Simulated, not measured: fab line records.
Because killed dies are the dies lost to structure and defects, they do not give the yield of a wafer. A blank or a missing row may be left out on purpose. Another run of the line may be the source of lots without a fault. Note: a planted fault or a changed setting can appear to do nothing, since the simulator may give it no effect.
fab line records	flow n5-finfet
record: lots: 5	wafers: 15	last-day: 18
route steps=1938 shown BEOL_M14@1761 BEOL_M15@1773 PASSIVATION@1936
lots with no fault: from the same line, run without faults
start-h: start of the lot's first displayed wafer, in hours after the record's first day	wait-h: hours from the lot's prior step to this one	" repeats the value in the row above	L1.1+2: a single row standing in for several wafers	- no value, or no start was given	* or withheld: withheld	< > ~ a bound
route shown NAME@n: NAME is a module with steps in the file, n the number in the route of the first one	usual: mean and standard deviation over wafers with no fault	same: alike in all rows	chamber/n: place in a boat	sites: per-site readings	_std_site: the standard deviation of these	_edge_site: outer sites' mean less inner sites'	radius-mm: how far each site lies from the wafer's centre	mask NAME#n: copy n	behind: the tool/chamber that last shaped the wafer	hold: why the lot was held/for how many hours/how that ended	device: the transistor (n, p or np) that didn't switch	end of line: tests run on the same wafers once the route is complete	a step without rows: its recipe alone	killed: dies lost to structure and defects at the first sort, not the wafer's yield	map: a wafer's dies, marking killed ones x, the rest . and places with no die _
set.NAME: the setting that was run; set.NAME@STEP: the one run at that earlier step	model.NAME: the simulator's own value behind a step, which no gauge read
lots at selected steps of the route; one table per step, one row per wafer
services: when a tool's chamber went out of use (start-h, in hours from the record's first day, below 0 if earlier), for how many hours, and the reason
== steps ==
step: N5_BEOL_M14_PRE_CLEAN_42
recipe: gas: H2/He	time-s: 30	temp-c: 300
step: N5_BEOL_M14_SPUTTER_43
recipe: material: TaN	target-thk-a: 150	temp-c: 50	bias-v: 168.6	power-w: 15000	chamber-pressure-pa: 0.12	time-s: 24.19
step: N5_BEOL_M14_SPUTTER_44
recipe: material: Ta	target-thk-a: 150	temp-c: 50	bias-v: 80	power-w: 15000	chamber-pressure-pa: 0.07	time-s: 24.19
step: N5_BEOL_M14_SPUTTER_45
recipe: material: Cu	target-thk-a: 1000	temp-c: -20	bias-v: 60	power-w: 26000	chamber-pressure-pa: 0.13	time-s: 16.67
usual: throttle-valve-pct: 30.2/1.2
lot.wafer	tool	chamber	start-h	wait-h	throttle-valve-pct
L259.1	pvd-sputter-03	-	358.07	0.0	28.2
L259.2	"	-	"	"	29.9
L259.4	"	-	"	"	30.5
L265.2	pvd-sputter-03	-	384.87	0.0	30.1
L265.3	"	-	"	"	28.1
L265.5	"	-	"	"	30.1
L268.1	pvd-sputter-01	-	409.76	0.0	31.8
L268.2	"	-	"	"	30.6
L268.4	"	-	"	"	31.8
L267.2	pvd-sputter-01	-	410.32	0.0	30.3
L267.4	"	-	"	"	31.2
L267.6	"	-	"	"	30.5
L271.2	pvd-sputter-03	-	418.77	0.0	30.2
L271.5	"	-	"	"	30.0
L271.6	"	-	"	"	30.1
step: N5_BEOL_M14_ECD_47
recipe: material: Cu	target-thk-a: 12480
step: N5_BEOL_M14_ANNEAL_48
recipe: temp-c: 225	time-s: 90	ambient: N2
usual: wafer_temp_C_max: 226.1/0.3
lot.wafer	tool	chamber	start-h	wait-h	wafer_temp_C_max
L259.1	rtp-anneal-01	0	358.37	0.1	225.6
L259.2	"	0	"	"	225.9
L259.4	"	0	"	"	225.8
L265.2	rtp-anneal-01	0	385.42	0.4	226.0
L265.3	"	0	"	"	225.8
L265.5	"	0	"	"	226.1
L268.1	rtp-anneal-01	0	410.07	0.1	225.8
L268.2	"	0	"	"	226.0
L268.4	"	0	"	"	225.9
L267.2	rtp-anneal-01	0	410.67	0.2	226.2
L267.4	"	0	"	"	226.1
L267.6	"	0	"	"	226.0
L271.2	rtp-anneal-01	0	419.15	0.2	226.1
L271.5	"	0	"	"	226.0
L271.6	"	0	"	"	226.1
step: N5_BEOL_M14_CMP_49
recipe: stop-on: SiO2	t-overpolish-s: 5.2	down-force-psi: 2	platen-rpm: 80	clearing-platen-down-force-psi: 2	clearing-platen-rpm: 80	post-cmp-clean: cu-alkaline	target-thk-nm: 560	clearing-platen-pad-velocity-m-s: 1.5917	pad-velocity-m-s: 1.5917
usual: barrier-field-endpoint-s: 11.36/0.25	motor-current-A: 7.6/0.81	overpolish-run-s: 5.201/0.0081	slurry-filter-dp-kPa: 13.49/0.14	time-to-endpoint-s: 121/4.2
lot.wafer	tool	chamber	start-h	wait-h	barrier-field-endpoint-s	motor-current-A	overpolish-run-s	slurry-filter-dp-kPa	time-to-endpoint-s
L259.2	cmp-02	0	358.69	0.2	11.51	7.1	5.208	13.65	124
L259.4	"	1	"	"	11.94	8.5	5.195	13.55	131
L259.1	"	2	"	"	11.46	6.9	5.200	13.37	122
L265.2	cmp-02	0	385.71	0.3	11.18	7.0	5.199	13.70	122
L265.3	"	2	"	"	11.41	7.2	5.199	13.55	126
L265.5	"	0	"	"	11.39	6.8	5.205	13.42	126
L268.1	cmp-03	1	410.36	0.3	10.96	7.7	5.197	13.56	122
L268.4	"	3	"	"	11.30	7.5	5.195	13.46	125
L268.2	"	0	"	"	11.22	7.5	5.198	13.47	121
L267.2	cmp-01	2	410.92	0.2	11.32	8.1	5.202	13.46	123
L267.4	"	0	"	"	10.98	6.9	5.206	13.66	118
L267.6	"	2	"	"	11.17	8.1	5.186	13.56	121
L271.2	cmp-03	3	419.44	0.2	11.27	6.9	5.201	13.41	122
L271.6	"	2	"	"	11.33	7.0	5.214	13.22	120
L271.5	"	3	"	"	11.41	7.5	5.205	13.62	122
step: N5_BEOL_M14_THK_MEAS_50
recipe: thk-meas-gauge: xrf	reads: Cu_of_BEOL_M14_ECD_47
usual: M14_THK: 561/12
lot.wafer	tool	chamber	start-h	wait-h	M14_THK[nm]
L259.1	film-metro-02	-	358.98	-	561
L259.2	"	-	"	"	564
L259.4	"	-	"	"	566
L265.2	film-metro-02	-	386.01	-	555
L265.3	"	-	"	"	549
L265.5	"	-	"	"	546
L268.1	film-metro-01	-	410.66	-	560
L268.2	"	-	"	"	535
L268.4	"	-	"	"	555
L267.2	film-metro-02	-	411.22	-	572
L267.4	"	-	"	"	574
L267.6	"	-	"	"	594
L271.2	film-metro-02	-	419.69	-	572
L271.5	"	-	"	"	563
L271.6	"	-	"	"	577
step: N5_BEOL_M14_PRE_CLEAN_52
recipe: gas: NH3	time-s: 15	temp-c: withheld	rf-power-w: 300
step: N5_BEOL_M14_DEP_53
recipe: material: SiCN	target-thk-a: 500	temp-c: withheld	precursor: 3MS/NH3	pressure-torr: 3	rf-w: 675	time-s: 17.8
usual: rf-fwd-power-W: 666/3.1	showerhead-plenum-p-Torr: 4.159/0.028	throttle-valve-pct: 18.3/1.6
lot.wafer	tool	chamber	start-h	wait-h	rf-fwd-power-W	showerhead-plenum-p-Torr	since-wet-clean-h	throttle-valve-pct
L259.1	pecvd-04	1	359.04	0.0	660	4.128	1969	19.3
L259.2	"	2	"	"	663	4.193	490	17.3
L259.4	"	0	"	"	666	4.159	-	17.1
L265.2	pecvd-03	2	386.08	0.0	666	4.197	698	16.6
L265.3	"	0	"	"	670	4.144	-	21.8
L265.5	"	2	"	"	666	4.206	-	16.6
L268.1	pecvd-03	2	410.73	0.0	666	4.196	723	16.2
L268.2	"	0	"	"	665	4.142	1477	21.9
L268.4	"	0	"	"	666	4.142	-	22.1
L267.2	pecvd-04	0	411.28	0.0	668	4.174	652	17.2
L267.4	"	1	"	"	661	4.144	-	19.5
L267.6	"	2	"	"	667	4.191	-	17.5
L271.2	pecvd-04	0	419.76	0.0	667	4.156	661	17.3
L271.5	"	0	"	"	671	4.160	-	17.4
L271.6	"	2	"	"	667	4.193	-	17.5
step: N5_BEOL_M14_RS_MEAS_54
recipe: thk-meas-gauge: four-point-probe	reads: Cu_of_BEOL_M14_ECD_47+Ta_of_BEOL_M14_SPUTTER_44+TaN_of_BEOL_M14_SPUTTER_43
usual: M14_RS: 0.0332/0.00064
lot.wafer	tool	chamber	start-h	wait-h	M14_RS[ohm/sq]
L259.1	film-metro-02	-	359.11	0.0	0.0334
L259.2	"	-	"	"	0.0333
L259.4	"	-	"	"	0.0330
L265.2	film-metro-01	-	386.16	0.1	0.0337
L265.3	"	-	"	"	0.0339
L265.5	"	-	"	"	0.0342
L268.1	film-metro-01	-	410.81	0.1	0.0332
L268.2	"	-	"	"	0.0348
L268.4	"	-	"	"	0.0335
L267.2	film-metro-01	-	411.35	0.1	0.0334
L267.4	"	-	"	"	0.0337
L267.6	"	-	"	"	0.0324
L271.2	film-metro-02	-	419.82	0.1	0.0334
L271.5	"	-	"	"	0.0336
L271.6	"	-	"	"	0.0329
step: N5_BEOL_M14_INSPECT_55
recipe: inspect-instrument: darkfield	mode: post-dep
usual: raw-defect-count: 77/29
lot.wafer	tool	chamber	start-h	wait-h	raw-defect-count
L259.1	defect-inspect-02	-	359.14	0.0	66
L259.2	"	-	"	"	117
L259.4	"	-	"	"	99
L265.2	defect-inspect-01	-	386.19	0.0	72
L265.3	"	-	"	"	35
L265.5	"	-	"	"	45
L268.1	defect-inspect-01	-	410.84	0.0	61
L268.2	"	-	"	"	49
L268.4	"	-	"	"	137
L267.2	defect-inspect-01	-	411.37	0.0	40
L267.4	"	-	"	"	42
L267.6	"	-	"	"	78
L271.2	defect-inspect-02	-	419.85	0.0	71
L271.5	"	-	"	"	27
L271.6	"	-	"	"	42
step: N5_BEOL_M15_ILD_DEP_00
recipe: material: SiO2	target-thk-a: 16293	temp-c: 400	precursor: TEOS/O2	pressure-torr: 6.5	rf-w: 900	teos-flow-sccm: 161.4	gas: O2	flow-sccm: 2650	time-s: 346.1
usual: heater-power-w: 642/140	rf-fwd-power-W: 898.1/2.7	showerhead-plenum-p-Torr: 8.36/0.048	throttle-valve-pct: 18.5/1.5
lot.wafer	tool	chamber	start-h	wait-h	heater-power-w	rf-fwd-power-W	showerhead-plenum-p-Torr	since-wet-clean-h	throttle-valve-pct
L259.1	pecvd-02	0	359.17	0.0	643	903.4	8.25	882	17.6
L259.2	"	1	"	"	495	898.9	8.36	1607	19.0
L259.4	"	1	"	"	562	899.0	8.36	-	19.0
L265.2	pecvd-01	1	386.23	0.0	460	901.6	8.40	1815	18.6
L265.3	"	2	"	"	815	898.6	8.34	336	17.6
L265.5	"	0	"	"	521	893.6	8.42	-	17.7
L268.1	pecvd-01	0	410.88	0.0	581	892.9	8.40	1115	17.7
L268.2	"	1	"	"	428	898.4	8.42	1840	18.8
L268.4	"	0	"	"	664	896.4	8.39	-	17.7
L267.2	pecvd-01	2	411.41	0.0	897	898.2	8.33	361	17.9
L267.4	"	0	"	"	511	894.5	8.42	-	17.8
L267.6	"	1	"	"	488	896.1	8.38	-	18.9
L271.2	pecvd-02	1	419.89	0.0	574	899.0	8.36	1668	19.0
L271.5	"	0	"	"	570	894.5	8.27	-	18.1
L271.6	"	1	"	"	415	898.4	8.38	-	18.9
step: N5_BEOL_M15_THK_MEAS_01
recipe: reads: SiO2_of_BEOL_M15_ILD_DEP_00
usual: M15_ILD_THK: 1626/21
lot.wafer	tool	chamber	start-h	wait-h	M15_ILD_THK[nm]
L259.1	film-metro-01	-	359.42	0.1	1611
L259.2	"	-	"	"	1609
L259.4	"	-	"	"	1650
L265.2	film-metro-01	-	386.48	0.1	1592
L265.3	"	-	"	"	1589
L265.5	"	-	"	"	1657
L268.1	film-metro-01	-	411.14	0.2	1611
L268.2	"	-	"	"	1586
L268.4	"	-	"	"	1625
L267.2	film-metro-01	-	411.66	0.1	1599
L267.4	"	-	"	"	1640
L267.6	"	-	"	"	1633
L271.2	film-metro-01	-	420.14	0.1	1609
L271.5	"	-	"	"	1630
L271.6	"	-	"	"	1612
step: N5_BEOL_M15_COAT_58
recipe: resist: BARC	temp-c: 205	time-s: 60	spin-rpm: 1500	resist-thk-nm: 89
step: N5_BEOL_M15_COAT_04
recipe: spin-rpm: 1704	resist-thk-nm: 800
step: N5_BEOL_M15_EBR_06
recipe: solvent: PGMEA	ebr-width-mm: 1.5
step: N5_BEOL_M15_SOFTBAKE_05
recipe: temp-c: 130	time-s: 60
step: N5_BEOL_M15_EXPOSE_07
recipe: mask-id: V14	na: 0.8	source-shape: annular	sigma-inner: 0.5	sigma-outer: 0.8	polarization: unpolarized	attpsm-phase-deg: 180	dose-mj: 41.25
step: N5_BEOL_M15_PEB_08
recipe: peb-temp-c: 130	peb-time-s: 90
step: N5_BEOL_M15_DEVELOP_09
recipe: develop-time-s: 45	rinse-liquid: diw	dry: air-spin	dev-temp-c: 21
step: N5_BEOL_M15_HARDBAKE_14
recipe: temp-c: 130	time-s: 120
step: N5_BEOL_M15_CD_MEAS_10
recipe: target-cd-nm: 360	landing-energy-ev: 500	detector: se-inlens	polarity: opening
usual: cd-nm: 360.1/1.6
lot.wafer	tool	chamber	start-h	wait-h	cd-nm
L259.1	cd-sem-02	0	359.85	-	361.4
L259.2	"	0	"	"	359.9
L259.4	"	0	"	"	358.7
L265.2	cd-sem-03	0	386.91	-	360.1
L265.3	"	0	"	"	359.7
L265.5	"	0	"	"	357.7
L268.1	cd-sem-02	0	411.57	-	360.7
L268.2	"	0	"	"	360.9
L268.4	"	0	"	"	358.9
L267.2	cd-sem-01	0	412.09	-	357.4
L267.4	"	0	"	"	360.2
L267.6	"	0	"	"	357.3
L271.2	cd-sem-03	0	420.57	-	359.3
L271.5	"	0	"	"	358.6
L271.6	"	0	"	"	361.5
step: N5_BEOL_M15_OVL_MEAS_11
recipe: points-per-wafer: 44
usual: V14_OVL: 0/5.2
same: points-per-wafer: 44
lot.wafer	tool	chamber	start-h	wait-h	V14_OVL[nm]
L259.1	overlay-02	0	359.88	0.0	-6
L259.2	"	0	"	"	-7
L259.4	"	0	"	"	-6
L265.2	overlay-01	0	386.94	0.0	-1
L265.3	"	0	"	"	-5
L265.5	"	0	"	"	-4
L268.1	overlay-01	0	411.60	0.0	1
L268.2	"	0	"	"	-4
L268.4	"	0	"	"	4
L267.2	overlay-02	0	412.12	0.0	9
L267.4	"	0	"	"	8
L267.6	"	0	"	"	1
L271.2	overlay-01	0	420.59	0.0	-1
L271.5	"	0	"	"	-3
L271.6	"	0	"	"	1
step: N5_BEOL_M15_INSPECT_12
recipe: mode: adi	inspect-instrument: macro
usual: raw-defect-count: 2.2/1.5
lot.wafer	tool	chamber	start-h	wait-h	raw-defect-count
L259.1	defect-inspect-02	-	359.91	0.0	2
L259.2	"	-	"	"	>300
L259.4	"	-	"	"	>300
L265.2	defect-inspect-02	-	386.96	0.0	3
L265.3	"	-	"	"	1
L265.5	"	-	"	"	3
L268.1	defect-inspect-02	-	411.62	0.0	3
L268.2	"	-	"	"	1
L268.4	"	-	"	"	2
L267.2	defect-inspect-02	-	412.14	0.0	2
L267.4	"	-	"	"	2
L267.6	"	-	"	"	2
L271.2	defect-inspect-01	-	420.62	0.0	2
L271.5	"	-	"	"	4
L271.6	"	-	"	"	2
step: N5_BEOL_M15_DESCUM_15
recipe: chemistry: O2	time-s: 7.9	source-power-w: 50	bias-power-w: 20	pressure-mtorr: 20	rf-frequency-hz: 2.712e+07	temp-c: 40	o2-flow-sccm: 225
usual: drypump-motor-current-A: 5.8/0.35	oes-product-au: 0.81/0.086	rf-fwd-power-W: 49.37/0.27	rf-vpp-V: 243.6/1.3	showerhead-plenum-p-Torr: 2.11/0.061	throttle-valve-pct: 20.45/0.21
lot.wafer	tool	chamber	start-h	wait-h	drypump-motor-current-A	oes-product-au	rf-fwd-power-W	rf-hours-counter-h	rf-vpp-V	showerhead-plenum-p-Torr	throttle-valve-pct
L259.1	rie-diel-05	1	359.94	0.0	6.0	0.71	49.91	193	244.8	2.06	20.45
L259.2	"	0	"	"	6.1	0.95	49.40	9	244.1	2.14	20.25
L259.4	"	3	"	"	5.8	0.88	49.36	32	244.1	2.13	20.40
L265.2	rie-diel-05	0	386.99	0.0	6.1	0.93	49.35	18	243.7	2.14	20.25
L265.3	"	3	"	"	5.7	0.87	49.02	41	244.1	2.13	20.40
L265.5	"	1	"	"	6.0	0.70	49.92	-	243.4	2.06	20.47
L268.1	rie-diel-05	3	411.98	0.4	5.7	0.85	49.48	48	242.9	2.13	20.42
L268.2	"	0	"	"	6.1	0.91	49.39	26	243.3	2.13	20.27
L268.4	"	2	"	"	5.0	0.68	49.00	246	241.7	1.98	20.44
L267.2	rie-diel-01	1	412.40	0.3	5.8	0.82	49.44	62	243.4	2.14	20.60
L267.4	"	2	"	"	5.8	0.88	48.94	73	245.5	2.20	20.35
L267.6	"	0	"	"	6.3	0.77	49.22	-	244.5	2.09	20.63
L271.2	rie-diel-02	1	420.65	0.0	5.7	0.83	49.71	77	242.8	2.10	20.19
L271.5	"	3	"	"	6.2	0.81	49.59	-	244.6	2.21	20.52
L271.6	"	2	"	"	6.2	0.88	49.61	-	241.3	2.04	20.03
step: N5_PASSIVATION_PROBE_49
usual: defect-limited-yield: 91.2/1.4	killed_at_M0_to_M3: 34/9.4	killed_at_M4_up: 14/5.6	killed-at-contacts: 13/7.8	killed-at-front-end: 37/10	killed-at-other: 4/3.3	killed-dies: 103/17	killed-open: 68/13	killed-short: 33/8.2	sort_bin_5_function: 5.1/0.92	sort_bin_6_memory: 3.3/0.71	sort-n-pass: 1077/17	sort-yield-pct: 91.2/1.4
same: gross-dies: 1180	killed-at-back-side: 0	sort_bin_4_leakage[%]: 0	sort_bin_8_speed[%]: 0
lot.wafer	tool	chamber	start-h	wait-h	defect-limited-yield[%]	killed_at_M0_to_M3	killed_at_M4_up	killed-at-contacts	killed-at-front-end	killed-at-other	killed-dies	killed-open	killed-short	sort_bin_5_function[%]	sort_bin_6_memory[%]	sort-n-pass	sort-yield-pct[%]
L259.2	prober-01	-	377.97	0.1	76.7	43	183	6	42	1	275	85	26	13.7	5.1	905	76.7
L259.4	prober-01	-	378.07	0.2	78.6	52	159	6	34	2	253	59	38	12.2	4.7	927	78.6
killed by level:class
L259.2 BEOL_M15:unspecified=164 STI_FIN_REVEAL:geometric-particle:open=15 BEOL_M0_SAQP:geometric-particle:open=13 FIN_SAQP:geometric-particle:open=9 BEOL_M0_SAQP:geometric-particle:short=9 BEOL_M1:geometric-particle:open=8 BEOL_M5:geometric-particle:open=8 MOL_CONTACT_COAG:geometric-particle:open=6
L259.4 BEOL_M15:unspecified=148 BEOL_M0_SAQP:geometric-particle:short=17 BEOL_M0_SAQP:geometric-particle:open=11 BEOL_M2:geometric-particle:open=8 FIN_SAQP:geometric-particle:open=7 FIN_SAQP:geometric-particle:short=7 BEOL_M1:geometric-particle:open=7 HKMG_FIN:area-etch=7
map L259.2 (x killed, . not)
_________________............________________
______________.................._____________
___________...............xx.......__________
__________...x.......x...x....x....._________
________x..x...x....x..x.............._______
_______x.......x.............x.........______
______.......x...............xx..x.....x_____
_____.....................x......x.......____
____....x.............x.......x...........___
___.......x..x............................x__
___.......x....................x...........__
__..........x................x..x..........._
__..x........x..........x.x.......x........._
_.x.....x.......x.x..............x...x.x..x..
_........x...x.xx.xxxxx.x...x.xx......x...x..
_....x.x.....xxxxxxxxxxxxx........x........x.
_...x.......xxxxxxxxxxxxxx....xx......x......
_x.x.....x..xxxxxxxxxxxxx.xx..x..............
_..........xxxxxxxxxxxxxxxx.....x............
_x........xx.xxxxxxxxxxxxxx.x............x..x
_............x.xxxxxxxxxxxxx..........x......
__.x....x..x.xxxxxxxxxxxxxxx............x.x._
__..........x.xxxxxxxxxxxxxx................_
___..x....xx.xxxxxxxxxxxxx.x.x.x...........__
___.....x...xxxxx.xxxxxx.x.......x...xx....__
____.......x....xxxxxxx.x.x.x...x....x...x___
_____.....x.x.....xx...........x.......x.____
______....x.x..........................._____
_______.....x.....x...............x....______
________.......x...x...x..x.....x....._______
__________...........x...x..x......._________
___________..........xx.x........x.__________
______________...............x.._____________
_________________.x..........________________
map L271.5 (x killed, . not)
_________________....x..x....________________
______________.x......x...x.x..._____________
___________...x.....x..............__________
__________.x...x...................._________
________.........................x...._______
_______......x................xx..x....______
______.x............x.......x.....x....._____
_____.....x...........x............xxx...____
____......................................___
___..x.............x..x.................x..__
___.x......x....x..........................__
__....x..................................x.._
__....................x....................._
_..x..........x..x...........x...x...........
_...............x..........................xx
_..............x........................x....
_...................x.......x......x...x.x...
_x....xxx...........x..x.................x...
_.....x..x......xxx...x......................
_.......x........x.......xx....xx............
_........x.....x..x...............x.....x....
__..........................x..............._
__..............x.x......xx................x_
___x..x...x.............x.xx......x........__
___.x.....................x................__
____.x............x..........x.x.....x....___
_____..x......x.x.x................x.....____
______............xx................x..._____
_______.....x........x.................______
________........x........x....x......x_______
__________...............x.........._________
___________.xx.............xxx...x.__________
______________.......x.........._____________
_________________..x.........________________
== services ==
tool	chamber	start-h	hours	kind
cmp-02	-	338.31	0.5	repair
pecvd-01	0	340.13	6.7	repair
cmp-01	-	354.36	4.2	pm
cmp-03	-	355.18	6.8	pm
pecvd-04	0	359.54	2.1	scheduled-down
pecvd-03	-	366.32	6.0	pm
pecvd-04	2	368.09	2.1	scheduled-down
cmp-03	-	368.57	0.9	repair
pecvd-01	0	369.92	5.3	repair
rie-diel-01	3	370.74	13.1	repair
pecvd-02	1	370.88	5.5	scheduled-down
cmp-01	-	371.60	2.7	repair
rie-diel-02	3	383.28	7.3	repair
pecvd-03	1	383.62	-	clean
pecvd-03	1	383.62	-	consumable-replace:showerhead
pecvd-03	1	383.62	29.0	scheduled-down
pecvd-03	1	383.62	29.0	vent-cycle
cmp-01	-	383.73	2.0	repair
pecvd-03	-	390.43	2.8	pm
cmp-01	-	393.75	0.6	repair
pecvd-04	1	399.37	5.4	repair
pecvd-04	1	405.39	5.5	scheduled-down
pecvd-03	-	412.25	0.2	repair
== key ==
first-sign: step: N5_BEOL_M15_INSPECT_12	reading: raw-defect-count	direction: up	sigmas: 99+	usual: 2.2	struck: >300
effect: step: N5_PASSIVATION_PROBE_49	reading: killed_at_M4_up	direction: up	sigmas: 28	usual: 14	struck: 171
more-kills-born-at: N5_BEOL_M15_ILD_DEP_00@pecvd-02: 312
met-at N5_BEOL_M15_ILD_DEP_00
struck-wafers L259.2,L259.4
fault: kind: chamber-particle-source	tool: pecvd-02	chamber: 1	onset-h: 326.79	steps: N5_BEOL_M15_ILD_DEP_00	rate-per-visit-cm2: 1.8712	end-h: 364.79
